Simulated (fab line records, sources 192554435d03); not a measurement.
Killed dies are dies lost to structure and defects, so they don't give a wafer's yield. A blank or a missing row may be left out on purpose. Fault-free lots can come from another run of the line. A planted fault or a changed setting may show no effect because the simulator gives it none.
One fault through the eyes of 3 desks | flow n5-finfet | every desk sees just its own numbers, and what lay behind them comes last

## THE TOOL OWNER'S DESK: ald-sin-04
The tool's own readings at N5_BEOL_M4_ALD_98 (deposits SiO2, target thk 2.5 nm, pulse time 1 s, co reactant pulse time 1 s): means of the sampled wafers that have a number, for each lot that ran on this tool. If a lot's mean is further than 4 standard deviations from the usual mean, the lot is out of limits and carries the mark OUT (the distance appears in the brackets).
Columns: A = heater-power-w at N5_BEOL_M4_ALD_98, usual 77 W; B = precursor-pulse-height-rel at N5_BEOL_M4_ALD_98, usual 1.002
lot  | first seen here | A  | B
L928 | day 10 03:16    | 77 | 0.999
L937 | day 12 14:36    | 77 | 0.999
L939 | day 13 09:32    | 73 | 0.996
This desk's verdict: no lot among the 3 shows anything out of limits.

## FROM THE METROLOGY DESK
Means of the sampled wafers that have a number, per lot and without regard to the tool the lot ran on: this is what the gauges read. If a lot's mean is further than 4 standard deviations from the usual mean, the lot is out of limits and carries the mark OUT (the distance appears in the brackets). Of its 12 readings 7 are shown: those that lie furthest out on some lot.
Columns: A = cd-nm at N5_BEOL_M4_CD_MEAS_28, usual 26.24 nm; B = V3_OVL at N5_BEOL_M4_OVL_MEAS_29, usual -0.3 nm; C = DIBL_P at N5_BEOL_M4_RC_MEAS_101, usual 35.3 mV/V; D = IOFF_N at N5_BEOL_M4_RC_MEAS_101, usual 0.16 nA/um; E = SS_N at N5_BEOL_M4_RC_MEAS_101, usual 71.4 mV/dec; F = SS_P at N5_BEOL_M4_RC_MEAS_101, usual 73.0 mV/dec; G = VT_N at N5_BEOL_M4_RC_MEAS_101, usual 250 mV
lot  | first seen here | A     | B    | C    | D    | E    | F    | G
L920 | day 8 09:37     | 26.03 | 0.1  | 36.6 | 0.16 | 71.7 | 73.3 | 249
L928 | day 10 02:55    | 26.44 | 0.1  | 33.9 | 0.16 | 71.2 | 73.1 | 250
L937 | day 12 13:59    | 26.28 | -0.8 | 35.8 | 0.16 | 71.5 | 73.4 | 251
L939 | day 13 08:53    | 26.50 | -0.1 | 31.6 | 0.12 | 70.6 | 71.7 | 254
L940 | day 13 12:39    | 26.07 | -0.3 | 35.2 | 0.17 | 71.7 | 72.5 | 250
L942 | day 13 19:19    | 26.42 | -1.2 | 33.7 | 0.13 | 71.3 | 72.1 | 251
This desk's verdict: no lot among the 6 shows anything out of limits.

## THE DEFECT DESK
Per lot, the means of the sampled wafers with a number show what the inspections along the route counted. If a lot's mean is further than 4 standard deviations from the usual mean, the lot is out of limits and carries the mark OUT (the distance appears in the brackets).
Columns: A = raw-defect-count at N5_BEOL_M4_INSPECT_30, usual 426
lot  | first seen here | A
L920 | day 8 09:43     | 555
L928 | day 10 03:01    | 506
L937 | day 12 14:04    | 564
L939 | day 13 08:58    | 451
L940 | day 13 12:44    | 380
L942 | day 13 19:25    | 398
This desk's verdict: no lot among the 6 shows anything out of limits.

## ALL TOGETHER
The tool owner's desk saw nothing out of limits.
Nothing out of limits was seen by the metrology desk.
Nothing out of limits was seen by the defect desk.

## WHAT WAS PUT IN BY THE SIMULATOR
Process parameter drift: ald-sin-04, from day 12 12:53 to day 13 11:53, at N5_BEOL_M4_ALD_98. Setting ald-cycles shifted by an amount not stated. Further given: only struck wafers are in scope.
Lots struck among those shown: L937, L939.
